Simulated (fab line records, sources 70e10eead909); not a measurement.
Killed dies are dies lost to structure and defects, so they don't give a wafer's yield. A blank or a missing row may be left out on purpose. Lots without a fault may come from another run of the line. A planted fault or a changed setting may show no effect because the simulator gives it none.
Chamber matching | flow nand_harc | NHARC_P_GATE_ETCH_32 on rie_si-06: 4 sister chambers
The step etches the open film in HBr/Cl2, target depth 150 nm, time 100.1 s. 24 wafers are shown with their chamber, then 12 later ones without.

WAFERS WITH THEIR CHAMBER
wafer  | chamber | drypump_motor_current_A (A) | oes_product_au (a.u.) | throttle_valve_pct (%)
L077.1 | 1       | 5.9                         | 1.014                 | 26.407
L077.2 | 2       | 5.8                         | 1.020                 | 26.396
L077.6 | 0       | 5.7                         | 1.017                 | 26.409
L078.2 | 0       | 5.7                         | 1.000                 | 26.412
L078.3 | 2       | 5.8                         | 1.021                 | 26.415
L078.6 | 2       | 5.8                         | 1.018                 | 26.412
L079.2 | 0       | 5.7                         | 0.997                 | 26.397
L079.4 | 2       | 5.8                         | 1.029                 | 26.408
L079.5 | 0       | 5.7                         | 1.004                 | 26.412
L080.1 | 2       | 5.8                         | 1.024                 | 26.409
L080.2 | 3       | 6.2                         | 0.997                 | 26.413
L080.3 | 1       | 5.9                         | 1.002                 | 26.406
L082.1 | 0       | 5.7                         | 1.040                 | 26.398
L082.2 | 2       | 5.8                         | 1.030                 | 26.390
L082.5 | 3       | 6.2                         | 1.006                 | 26.395
L083.3 | 2       | 5.8                         | 1.027                 | 26.410
L083.4 | 1       | 5.9                         | 1.008                 | 26.388
L083.6 | 3       | 6.1                         | 1.007                 | 26.420
L084.4 | 3       | 6.2                         | 1.003                 | 26.400
L084.5 | 0       | 5.7                         | 1.028                 | 26.400
L084.6 | 1       | 5.8                         | 1.012                 | 26.426
L087.1 | 0       | 5.7                         | 1.039                 | 26.427
L087.4 | 1       | 5.9                         | 1.013                 | 26.417
L087.6 | 3       | 6.2                         | 1.000                 | 26.411

SIGNATURES (means of the wafers above)
reading                 | chamber 0 | chamber 1 | chamber 2 | chamber 3 | scatter within a chamber
drypump_motor_current_A | 5.700     | 5.880     | 5.800     | 6.180     | 0.0283
oes_product_au          | 1.01786   | 1.00980   | 1.02414   | 1.00260   | 0.0107
throttle_valve_pct      | 26.40786  | 26.40880  | 26.40571  | 26.40780  | 0.0109
Rule: a wafer's distance from a chamber is the root of the sum, over the readings, of the square of ((its reading less the chamber's mean) divided by the reading's scatter). The wafer belongs to the nearest chamber; if the next one is less than 2 further off, it can't be placed. The scatter: the root of (the sum of the squares of (reading less its chamber's mean) over the shown wafers, divided by (wafers less chambers)).

WAFERS WITHOUT THEIR CHAMBER
wafer  | drypump_motor_current_A (A) | oes_product_au (a.u.) | throttle_valve_pct (%)
L089.2 | 5.8                         | 1.024                 | 26.420
L089.5 | 5.8                         | 1.022                 | 26.402
L089.6 | 5.8                         | 1.028                 | 26.411
L095.1 | 6.2                         | 1.023                 | 26.404
L095.2 | 5.8                         | 1.013                 | 26.411
L095.4 | 5.8                         | 1.012                 | 26.420
L096.2 | 5.8                         | 1.007                 | 26.405
L096.3 | 5.7                         | 0.984                 | 26.435
L096.6 | 6.2                         | 1.002                 | 26.420
L097.2 | 6.1                         | 1.012                 | 26.420
L097.3 | 5.8                         | 1.020                 | 26.401
L097.4 | 5.9                         | 0.996                 | 26.398

WHICH CHAMBER EACH WENT THROUGH
wafer  | from the rows above     | in truth
L089.2 | can't be placed: 2 or 1 | 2
L089.5 | 2                       | 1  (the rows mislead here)
L089.6 | 2                       | 2
L095.1 | 3                       | 3
L095.2 | can't be placed: 2 or 1 | 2
L095.4 | can't be placed: 2 or 1 | 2
L096.2 | can't be placed: 2 or 1 | 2
L096.3 | can't be placed: 0 or 2 | 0
L096.6 | 3                       | 3
L097.2 | 3                       | 3
L097.3 | 2                       | 2
L097.4 | 1                       | 1
Placed correctly: 6 of 12. Can't be placed from these rows: 5 (the true chamber is among the candidates in 5). Placed wrongly: 1.
